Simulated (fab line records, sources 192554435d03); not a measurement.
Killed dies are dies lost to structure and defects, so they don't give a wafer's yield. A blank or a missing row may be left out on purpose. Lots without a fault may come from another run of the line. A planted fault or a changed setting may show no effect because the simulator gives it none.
Chamber matching | flow n5_finfet | N5_SDB_ETCH_18 on rie_diel-06: 4 sister chambers
The step etches SOC in N2/H2, target depth 100 nm, overetch 20 nm, time 150 s. 20 wafers are shown with their chamber, then 10 later ones without.

WAFERS WITH THEIR CHAMBER
wafer  | chamber | drypump_motor_current_A (A) | throttle_valve_pct (%) | showerhead_plenum_p_Torr (Torr)
L075.1 | 1       | 4.9                         | 18.00                  | 2.46
L075.4 | 3       | 5.5                         | 18.27                  | 2.45
L075.6 | 3       | 5.5                         | 18.27                  | 2.45
L077.2 | 1       | 4.8                         | 17.99                  | 2.46
L077.4 | 2       | 6.6                         | 17.85                  | 2.42
L077.5 | 3       | 5.5                         | 18.27                  | 2.45
L080.2 | 2       | 6.6                         | 17.86                  | 2.42
L080.3 | 3       | 5.5                         | 18.27                  | 2.45
L080.6 | 0       | 5.6                         | 17.69                  | 2.55
L083.4 | 2       | 6.6                         | 17.88                  | 2.41
L083.5 | 3       | 5.4                         | 18.27                  | 2.44
L083.6 | 0       | 5.6                         | 17.74                  | 2.54
L087.1 | 1       | 4.9                         | 18.06                  | 2.45
L087.3 | 0       | 5.6                         | 17.74                  | 2.54
L087.6 | 3       | 5.5                         | 18.29                  | 2.44
L089.4 | 0       | 5.6                         | 17.74                  | 2.54
L089.5 | 0       | 5.6                         | 17.76                  | 2.54
L089.6 | 3       | 5.4                         | 18.31                  | 2.44
L090.1 | 0       | 5.6                         | 17.75                  | 2.53
L090.3 | 1       | 4.9                         | 18.07                  | 2.44

SIGNATURES (means of the wafers above)
reading                  | chamber 0 | chamber 1 | chamber 2 | chamber 3 | scatter within a chamber
drypump_motor_current_A  | 5.600     | 4.875     | 6.600     | 5.471     | 0.0369
throttle_valve_pct       | 17.7367   | 18.0300   | 17.8633   | 18.2786   | 0.0249
showerhead_plenum_p_Torr | 2.5400    | 2.4525    | 2.4167    | 2.4457    | 0.00668
Rule: a wafer's distance from a chamber is the root of the sum, over the readings, of the square of ((its reading less the chamber's mean) divided by the reading's scatter). The wafer belongs to the nearest chamber; if the next one is less than 2 further off, it can't be placed. The scatter: the root of (the sum of the squares of (reading less its chamber's mean) over the shown wafers, divided by (wafers less chambers)).

WAFERS WITHOUT THEIR CHAMBER
wafer  | drypump_motor_current_A (A) | throttle_valve_pct (%) | showerhead_plenum_p_Torr (Torr)
L090.5 | 4.9                         | 18.06                  | 2.44
L092.2 | 5.6                         | 17.76                  | 2.53
L092.3 | 5.4                         | 18.32                  | 2.43
L092.6 | 6.6                         | 17.89                  | 2.41
L093.2 | 5.4                         | 18.34                  | 2.43
L093.3 | 4.9                         | 18.07                  | 2.44
L093.5 | 4.9                         | 18.07                  | 2.44
L094.1 | 4.9                         | 18.07                  | 2.44
L094.5 | 5.6                         | 17.75                  | 2.53
L094.6 | 5.5                         | 18.32                  | 2.43

WHICH CHAMBER EACH WENT THROUGH
wafer  | from the rows above | in truth
L090.5 | 1                   | 1
L092.2 | 0                   | 0
L092.3 | 3                   | 3
L092.6 | 2                   | 2
L093.2 | 3                   | 3
L093.3 | 1                   | 1
L093.5 | 1                   | 1
L094.1 | 1                   | 1
L094.5 | 0                   | 0
L094.6 | 3                   | 3
Placed correctly: 10 of 10. Can't be placed from these rows: 0. Placed wrongly: 0.
